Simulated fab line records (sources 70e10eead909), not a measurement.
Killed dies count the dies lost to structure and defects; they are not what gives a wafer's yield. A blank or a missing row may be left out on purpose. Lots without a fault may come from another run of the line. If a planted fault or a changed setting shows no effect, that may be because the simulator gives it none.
Matching of chambers -- flow nand_harc -- NHARC_A_CHANNEL_FILL_D1_STRIP_28 on rie_diel-06 has 4 sister chambers
The step strips in O2, time 20 s. 8 wafers are shown with their chamber, then 9 later ones without.

## WAFERS, EACH WITH ITS CHAMBER
wafer,chamber,drypump_motor_current_A (A),throttle_valve_pct (%)
L074.4,0,4.8,17.033
L079.1,3,5.4,17.030
L082.4,0,4.8,17.035
L088.5,2,6.4,17.028
L088.6,1,5.8,17.032
L085.4,1,5.8,17.033
L085.5,3,5.4,17.035
L085.6,2,6.3,17.037

## WAFERS WHOSE CHAMBER IS MISSING
wafer,drypump_motor_current_A (A),throttle_valve_pct (%)
L091.2,4.8,17.035
L091.4,6.3,17.032
L091.6,5.4,17.023
L095.2,6.3,17.036
L095.4,4.7,17.023
L095.6,4.8,17.041
L096.2,4.7,17.027
L096.3,6.4,17.038
L096.5,4.8,17.055

## EACH ONE'S CHAMBER
wafer,from the rows above,in truth
L091.2,0,0
L091.4,2,2
L091.6,3,3
L095.2,2,2
L095.4,0,0
L095.6,0,0
L096.2,0,0
L096.3,2,2
L096.5,0,0
Correctly placed: 9 of 9. From these rows, 0 cannot be placed. Wrongly placed: 0.
How it was worked out, from the rows above alone: a wafer's distance from a chamber is the root of the sum, over the readings, of the square of ((its reading less the chamber's mean) divided by the reading's scatter). If the next closest chamber is less than 2 further off than the closest, the wafer can't be placed; otherwise it belongs to the closest. A chamber's mean is the mean of its shown wafers. The scatter: the root of (the sum of the squares of (reading less its chamber's mean) over the shown wafers, divided by (wafers less chambers)).
